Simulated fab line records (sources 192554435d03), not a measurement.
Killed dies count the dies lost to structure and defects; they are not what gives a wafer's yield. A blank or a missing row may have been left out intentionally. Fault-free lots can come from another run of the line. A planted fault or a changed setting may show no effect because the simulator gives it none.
Which tool was responsible?    flow n5Finfet    Sampling: 24 lots, 72 wafers, 6 of 1938 route steps

== WHAT THE GAUGES READ, wafer by wafer ==
Not one reading of a measure or inspect step in the record can be checked against a usual standard deviation.

== EACH LOT AND THE TOOL THAT RAN IT (in order: tool; ch and the chambers of the sampled wafers; start) ==
lot   N5_BEOL_M3_HM_OPEN_17             N5_BEOL_M3_DESCUM_33               N5_BEOL_M3_ETCH_69                 N5_BEOL_M3_DEGAS_44          N5_BEOL_M3_ANNEAL_49         N5_BEOL_M3_ANNEAL_82
L074  rieMetal-01 ch 0,1, day 8 08:20   rieDiel-03 ch 0,2,3, day 8 08:56   rieDiel-03 ch 0,2,3, day 8 08:59   pvdSputter-01, day 8 10:58   pvdSputter-01, day 8 11:42   pvdSputter-01, day 8 12:08
L075  rieMetal-02 ch 0,1, day 9 13:41   rieDiel-03 ch 0,1,3, day 9 14:50   rieDiel-03 ch 0,1,3, day 9 14:53   pvdSputter-03, day 9 21:31   pvdSputter-02, day 9 22:17   pvdSputter-02, day 9 22:43
L076  rieMetal-03 ch 0,1, day 9 14:08   rieDiel-03 ch 0,2, day 9 15:20     rieDiel-03 ch 0,2, day 9 15:23     pvdSputter-03, day 9 21:38   pvdSputter-03, day 9 22:37   pvdSputter-03, day 9 23:03
L077  rieMetal-02 ch 0,1, day 9 18:49   rieDiel-03 ch 0,1, day 9 19:34     rieDiel-03 ch 0,1, day 9 19:37     pvdSputter-02, day 9 22:07   pvdSputter-01, day 9 22:59   pvdSputter-01, day 9 23:25
L078  rieMetal-01 ch 0,1, day 9 20:30   rieDiel-01 ch 1,2,3, day 9 21:16   rieDiel-01 ch 1,2,3, day 9 21:20   pvdSputter-01, day 10 01:04  pvdSputter-01, day 10 02:04  pvdSputter-01, day 10 02:30
L081  rieMetal-02 ch 0,1, day 10 10:19  rieDiel-06 ch 0,2,3, day 10 10:56  rieDiel-06 ch 0,2,3, day 10 10:59  pvdSputter-03, day 10 14:41  pvdSputter-01, day 10 15:26  pvdSputter-01, day 10 15:53
L080  rieMetal-03 ch 0,1, day 10 12:25  rieDiel-01 ch 2,3, day 10 13:13    rieDiel-01 ch 2,3, day 10 13:16    pvdSputter-03, day 10 14:37  pvdSputter-02, day 10 15:19  pvdSputter-02, day 10 15:46
L082  rieMetal-01 ch 0,1, day 10 14:44  rieDiel-06 ch 0,3, day 10 15:28    rieDiel-06 ch 0,3, day 10 15:31    pvdSputter-02, day 10 19:11  pvdSputter-03, day 10 19:56  pvdSputter-03, day 10 20:22
L083  rieMetal-02 ch 0,1, day 10 18:04  rieDiel-06 ch 0,2, day 10 19:03    rieDiel-06 ch 0,2, day 10 19:06    pvdSputter-01, day 10 22:06  pvdSputter-03, day 10 22:49  pvdSputter-03, day 10 23:16
L084  rieMetal-02 ch 0,1, day 10 19:55  rieDiel-03 ch 0,1,3, day 10 20:38  rieDiel-03 ch 0,1,3, day 10 20:41  pvdSputter-01, day 11 03:33  pvdSputter-01, day 11 04:12  pvdSputter-01, day 11 04:38
L085  rieMetal-03 ch 0,1, day 11 02:33  rieDiel-03 ch 0,2, day 11 03:29    rieDiel-03 ch 0,2, day 11 03:32    pvdSputter-01, day 11 06:20  pvdSputter-02, day 11 07:04  pvdSputter-02, day 11 07:30
L086  rieMetal-03 ch 0, day 11 12:31    rieDiel-06 ch 1,2,3, day 11 13:08  rieDiel-06 ch 1,2,3, day 11 13:11  pvdSputter-01, day 11 14:59  pvdSputter-02, day 11 15:39  pvdSputter-02, day 11 16:05
L087  rieMetal-02 ch 0,1, day 11 15:32  rieDiel-06 ch 0,2, day 11 16:21    rieDiel-06 ch 0,2, day 11 16:24    pvdSputter-03, day 13 00:04  pvdSputter-02, day 13 02:05  pvdSputter-02, day 13 02:32
L092  rieMetal-02 ch 0,1, day 11 16:38  rieDiel-06 ch 0,1,2, day 11 17:15  rieDiel-06 ch 0,1,2, day 11 17:19  pvdSputter-01, day 11 20:23  pvdSputter-01, day 11 21:11  pvdSputter-01, day 11 21:38
L088  rieMetal-03 ch 0,1, day 12 01:49  rieDiel-03 ch 1,2, day 12 02:32    rieDiel-03 ch 1,2, day 12 02:35    pvdSputter-01, day 12 15:15  pvdSputter-02, day 12 15:59  pvdSputter-02, day 12 16:25
L089  rieMetal-01 ch 0,1, day 12 04:57  rieDiel-03 ch 1,2,3, day 12 05:42  rieDiel-03 ch 1,2,3, day 12 05:45  pvdSputter-02, day 13 04:40  pvdSputter-02, day 13 06:56  pvdSputter-02, day 13 07:22
L090  rieMetal-01 ch 0,1, day 12 11:39  rieDiel-06 ch 0,2,3, day 12 12:23  rieDiel-06 ch 0,2,3, day 12 12:26  pvdSputter-03, day 13 04:29  pvdSputter-03, day 13 06:47  pvdSputter-03, day 13 07:14
L091  rieMetal-01 ch 0,1, day 12 16:56  rieDiel-03 ch 0,2,3, day 12 17:34  rieDiel-03 ch 0,2,3, day 12 17:37  pvdSputter-02, day 13 08:51  pvdSputter-03, day 13 09:41  pvdSputter-03, day 13 10:08
L093  rieMetal-01 ch 0,1, day 13 04:52  rieDiel-01 ch 0,1,3, day 13 05:45  rieDiel-01 ch 0,1,3, day 13 05:48  pvdSputter-01, day 14 01:56  pvdSputter-02, day 14 02:40  pvdSputter-02, day 14 03:06
L095  rieMetal-02 ch 0,1, day 13 09:36  rieDiel-01 ch 0,2,3, day 13 10:23  rieDiel-01 ch 0,2,3, day 13 10:26  pvdSputter-02, day 14 20:17  pvdSputter-02, day 14 21:23  pvdSputter-02, day 14 21:50
L079  rieMetal-01 ch 0,1, day 13 14:53  rieDiel-01 ch 0,2,3, day 13 15:31  rieDiel-01 ch 0,2,3, day 13 15:34  pvdSputter-03, day 14 02:04  pvdSputter-03, day 14 04:10  pvdSputter-03, day 14 04:36
L097  rieMetal-01 ch 0,1, day 13 19:07  rieDiel-06 ch 0,2,3, day 13 19:52  rieDiel-06 ch 0,2,3, day 13 19:55  pvdSputter-01, day 14 05:50  pvdSputter-03, day 14 06:35  pvdSputter-03, day 14 07:01
L096  rieMetal-02 ch 0, day 13 22:52    rieDiel-03 ch 0,1,3, day 13 23:37  rieDiel-03 ch 0,1,3, day 13 23:40  pvdSputter-02, day 15 00:20  pvdSputter-01, day 15 02:58  pvdSputter-01, day 15 03:25
L094  rieMetal-01 ch 0,1, day 14 01:04  rieDiel-06 ch 0,1, day 14 01:49    rieDiel-06 ch 0,1, day 14 01:52    pvdSputter-02, day 15 04:49  pvdSputter-01, day 15 05:35  pvdSputter-01, day 15 06:02
- N5_BEOL_M3_HM_OPEN_17: chemistry Cl2/BCl3, target TiN, target depth 20 nm, overetch 6 nm.
- N5_BEOL_M3_DESCUM_33: chemistry O2, time 7 s.
- N5_BEOL_M3_ETCH_69: etches SiARC in CF4, target depth 15.6 nm, time 26 s.
- N5_BEOL_M3_DEGAS_44: time 60 s.
- N5_BEOL_M3_ANNEAL_49: time 240 s.
- N5_BEOL_M3_ANNEAL_82: time 240 s.

== WHAT THE TOOLS THEMSELVES READ (means of the sampled wafers that have a number; where no wafer has one, the mark that the record gives instead) ==
N5_BEOL_M3_HM_OPEN_17. Usual: drypumpMotorCurrentA 6.1 A, standard deviation 0.39; oesProductAu 0.72 a.u., standard deviation 0.051; throttleValvePct 22.08 %, standard deviation 0.071.
lot   tool         drypumpMotorCurrentA (A)  oesProductAu (a.u.)  throttleValvePct (%)  flag
L074  rieMetal-01  6.4                       0.68                 22.11                 
L075  rieMetal-02  6.1                       0.80                 22.01                 
L076  rieMetal-03  6.2                       0.78                 22.10                 
L077  rieMetal-02  6.1                       0.79                 22.02                 
L078  rieMetal-01  6.4                       0.68                 22.11                 
L081  rieMetal-02  5.8                       0.77                 22.05                 
L080  rieMetal-03  6.0                       0.72                 22.08                 
L082  rieMetal-01  6.4                       0.67                 22.12                 
L083  rieMetal-02  6.1                       0.77                 22.01                 
L084  rieMetal-02  5.8                       0.76                 22.05                 
L085  rieMetal-03  6.3                       0.74                 22.12                 
L086  rieMetal-03  5.7                       0.68                 22.06                 
L087  rieMetal-02  5.8                       0.74                 22.08                 
L092  rieMetal-02  5.8                       0.75                 22.08                 
L088  rieMetal-03  6.3                       0.75                 22.11                 
L089  rieMetal-01  6.2                       0.67                 22.07                 
L090  rieMetal-01  6.3                       0.67                 22.08                 
L091  rieMetal-01  6.2                       0.66                 22.08                 
L093  rieMetal-01  6.2                       0.67                 22.07                 
L095  rieMetal-02  6.1                       0.74                 22.04                 
L079  rieMetal-01  6.3                       0.66                 22.09                 
L097  rieMetal-01  6.4                       0.65                 22.14                 
L096  rieMetal-02  6.4                       0.73                 22.01                 
L094  rieMetal-01  6.2                       0.65                 22.10                 

N5_BEOL_M3_DESCUM_33. Usual: drypumpMotorCurrentA 5.8 A, standard deviation 0.55; oesProductAu 0.79 a.u., standard deviation 0.083; rfVppV 243.3 V, standard deviation 1.3; showerheadPlenumPTorr 2.10 Torr, standard deviation 0.067; throttleValvePct 20.53 %, standard deviation 0.23.
lot   tool        drypumpMotorCurrentA (A)  oesProductAu (a.u.)  rfVppV (V)  showerheadPlenumPTorr (Torr)  throttleValvePct (%)  flag
L074  rieDiel-03  5.3                       0.81                 242.9       2.14                          20.53                 
L075  rieDiel-03  5.7                       0.78                 243.0       2.07                          20.43                 
L076  rieDiel-03  5.3                       0.73                 243.7       2.11                          20.62                 
L077  rieDiel-03  5.9                       0.73                 242.6       2.03                          20.30                 
L078  rieDiel-01  6.2                       0.86                 243.4       2.12                          20.53                 
L081  rieDiel-06  6.0                       0.75                 242.3       2.10                          20.69                 
L080  rieDiel-01  6.1                       0.92                 243.8       2.10                          20.53                 
L082  rieDiel-06  6.0                       0.73                 243.5       2.15                          20.81                 
L083  rieDiel-06  6.4                       0.74                 243.2       2.05                          20.60                 
L084  rieDiel-03  5.7                       0.77                 243.3       2.07                          20.44                 
L085  rieDiel-03  5.3                       0.72                 243.7       2.11                          20.64                 
L086  rieDiel-06  5.6                       0.84                 243.0       2.09                          20.52                 
L087  rieDiel-06  6.4                       0.73                 241.6       2.05                          20.62                 
L092  rieDiel-06  6.0                       0.80                 243.8       2.10                          20.53                 
L088  rieDiel-03  5.7                       0.73                 242.9       2.06                          20.23                 
L089  rieDiel-03  5.5                       0.77                 242.4       2.10                          20.37                 
L090  rieDiel-06  6.0                       0.74                 243.1       2.09                          20.71                 
L091  rieDiel-03  5.3                       0.76                 243.8       2.12                          20.59                 
L093  rieDiel-01  6.3                       0.80                 243.0       2.05                          20.66                 
L095  rieDiel-01  6.3                       0.83                 243.7       2.09                          20.66                 
L079  rieDiel-01  6.3                       0.83                 242.6       2.09                          20.67                 
L097  rieDiel-06  6.0                       0.83                 243.4       2.09                          20.62                 
L096  rieDiel-03  5.7                       0.75                 243.4       2.06                          20.46                 
L094  rieDiel-06  5.6                       0.93                 244.2       2.14                          20.36                 

N5_BEOL_M3_ETCH_69. Usual: drypumpMotorCurrentA 5.8 A, standard deviation 0.55; etchRfOnTimeS 25.9 s, standard deviation 0.41; oesProductAu 0.67 a.u., standard deviation 0.07; rfVppV 184.0 V, standard deviation 1.2; showerheadPlenumPTorr 2.14 Torr, standard deviation 0.067; throttleValvePct 15.69 %, standard deviation 0.22.
lot   tool        drypumpMotorCurrentA (A)  etchRfOnTimeS (s)  oesProductAu (a.u.)  rfVppV (V)  showerheadPlenumPTorr (Torr)  throttleValvePct (%)  flag
L074  rieDiel-03  5.3                       26.3               0.68                 184.0       2.18                          15.70                 
L075  rieDiel-03  5.7                       25.9               0.67                 184.2       2.12                          15.59                 
L076  rieDiel-03  5.3                       26.2               0.63                 183.6       2.16                          15.83                 
L077  rieDiel-03  5.9                       25.7               0.62                 183.2       2.08                          15.49                 
L078  rieDiel-01  6.2                       25.4               0.74                 183.9       2.17                          15.66                 
L081  rieDiel-06  6.0                       26.0               0.65                 184.3       2.14                          15.82                 
L080  rieDiel-01  6.1                       25.3               0.78                 184.3       2.16                          15.65                 
L082  rieDiel-06  6.0                       25.8               0.63                 185.5       2.19                          15.93                 
L083  rieDiel-06  6.4                       25.9               0.63                 185.2       2.11                          15.81                 
L084  rieDiel-03  5.6                       25.9               0.66                 182.8       2.11                          15.60                 
L085  rieDiel-03  5.4                       26.0               0.61                 183.7       2.15                          15.86                 
L086  rieDiel-06  5.6                       25.7               0.73                 184.4       2.13                          15.63                 
L087  rieDiel-06  6.4                       26.1               0.63                 183.3       2.11                          15.84                 
L092  rieDiel-06  6.0                       25.8               0.69                 183.6       2.15                          15.69                 
L088  rieDiel-03  5.8                       25.9               0.63                 182.9       2.11                          15.45                 
L089  rieDiel-03  5.5                       26.0               0.66                 184.3       2.14                          15.57                 
L090  rieDiel-06  6.0                       25.5               0.64                 184.5       2.14                          15.87                 
L091  rieDiel-03  5.3                       26.3               0.65                 184.7       2.17                          15.78                 
L093  rieDiel-01  6.3                       26.0               0.68                 183.2       2.10                          15.77                 
L095  rieDiel-01  6.3                       25.4               0.72                 184.0       2.14                          15.80                 
L079  rieDiel-01  6.3                       25.7               0.72                 183.3       2.14                          15.81                 
L097  rieDiel-06  6.0                       25.9               0.71                 183.7       2.14                          15.72                 
L096  rieDiel-03  5.7                       26.2               0.64                 183.9       2.11                          15.65                 
L094  rieDiel-06  5.6                       25.7               0.79                 185.0       2.19                          15.43                 

N5_BEOL_M3_DEGAS_44. Usual: heaterPowerW reads 335 W (standard deviation 30).
lot   tool           heaterPowerW (W)  flag
L074  pvdSputter-01  351               
L075  pvdSputter-03  294               
L076  pvdSputter-03  334               
L077  pvdSputter-02  330               
L078  pvdSputter-01  359               
L081  pvdSputter-03  340               
L080  pvdSputter-03  336               
L082  pvdSputter-02  328               
L083  pvdSputter-01  372               
L084  pvdSputter-01  334               
L085  pvdSputter-01  319               
L086  pvdSputter-01  332               
L087  pvdSputter-03  342               
L092  pvdSputter-01  331               
L088  pvdSputter-01  348               
L089  pvdSputter-02  342               
L090  pvdSputter-03  338               
L091  pvdSputter-02  327               
L093  pvdSputter-01  304               
L095  pvdSputter-02  330               
L079  pvdSputter-03  338               
L097  pvdSputter-01  328               
L096  pvdSputter-02  330               
L094  pvdSputter-02  337               

N5_BEOL_M3_ANNEAL_49. Usual: heaterPowerW 831 W, standard deviation 69; susceptor_temp_C_max 401.0, standard deviation 0.43.
lot   tool           heaterPowerW (W)  susceptor_temp_C_max  flag
L074  pvdSputter-01  903               401.1                 
L075  pvdSputter-02  781               400.8                 
L076  pvdSputter-03  783               401.3                 
L077  pvdSputter-01  830               401.3                 
L078  pvdSputter-01  822               400.9                 
L081  pvdSputter-01  880               400.9                 
L080  pvdSputter-02  839               400.8                 
L082  pvdSputter-03  800               401.4                 
L083  pvdSputter-03  790               401.2                 
L084  pvdSputter-01  796               401.5                 
L085  pvdSputter-02  852               400.8                 
L086  pvdSputter-02  854               400.8                 
L087  pvdSputter-02  837               400.8                 
L092  pvdSputter-01  823               401.1                 
L088  pvdSputter-02  776               401.2                 
L089  pvdSputter-02  836               401.0                 
L090  pvdSputter-03  794               401.4                 
L091  pvdSputter-03  842               401.2                 
L093  pvdSputter-02  829               400.6                 
L095  pvdSputter-02  782               400.6                 
L079  pvdSputter-03  742               401.3                 
L097  pvdSputter-03  781               400.9                 
L096  pvdSputter-01  857               401.3                 
L094  pvdSputter-01  887               401.0                 

N5_BEOL_M3_ANNEAL_82. Usual: heaterPowerW 829 W, standard deviation 70; susceptor_temp_C_max 401.1, standard deviation 0.42.
lot   tool           heaterPowerW (W)  susceptor_temp_C_max  flag
L074  pvdSputter-01  892               401.0                 
L075  pvdSputter-02  784               400.9                 
L076  pvdSputter-03  790               401.5                 
L077  pvdSputter-01  822               401.2                 
L078  pvdSputter-01  830               401.3                 
L081  pvdSputter-01  894               400.8                 
L080  pvdSputter-02  836               401.0                 
L082  pvdSputter-03  798               401.1                 
L083  pvdSputter-03  794               401.0                 
L084  pvdSputter-01  789               401.7                 
L085  pvdSputter-02  849               401.0                 
L086  pvdSputter-02  848               401.0                 
L087  pvdSputter-02  846               401.0                 
L092  pvdSputter-01  823               401.1                 
L088  pvdSputter-02  775               401.0                 
L089  pvdSputter-02  835               400.8                 
L090  pvdSputter-03  787               401.4                 
L091  pvdSputter-03  852               401.4                 
L093  pvdSputter-02  818               400.8                 
L095  pvdSputter-02  795               400.9                 
L079  pvdSputter-03  737               401.4                 
L097  pvdSputter-03  788               401.0                 
L096  pvdSputter-01  860               401.1                 
L094  pvdSputter-01  879               400.8                 

== THE ANSWER, worked out from the rows above alone ==
Rule: take the mean of a lot's wafers that have a number; if it is more than 3 standard deviations from the usual mean, the lot is off. A lot without any number at a reading at which 4 lots or more have one is off too. Any other lot the step has rows for is counted as sound. First the gauges in route order, then the tools' own readings, where a lot's mean is used as printed above. At the first step where some lot is off, the reading lying furthest off is the one used; lots without a number count as furthest.
None of the lots is off at any reading shown; this tells nothing.

== WHAT HAD BEEN PUT IN BY THE SIMULATOR ==
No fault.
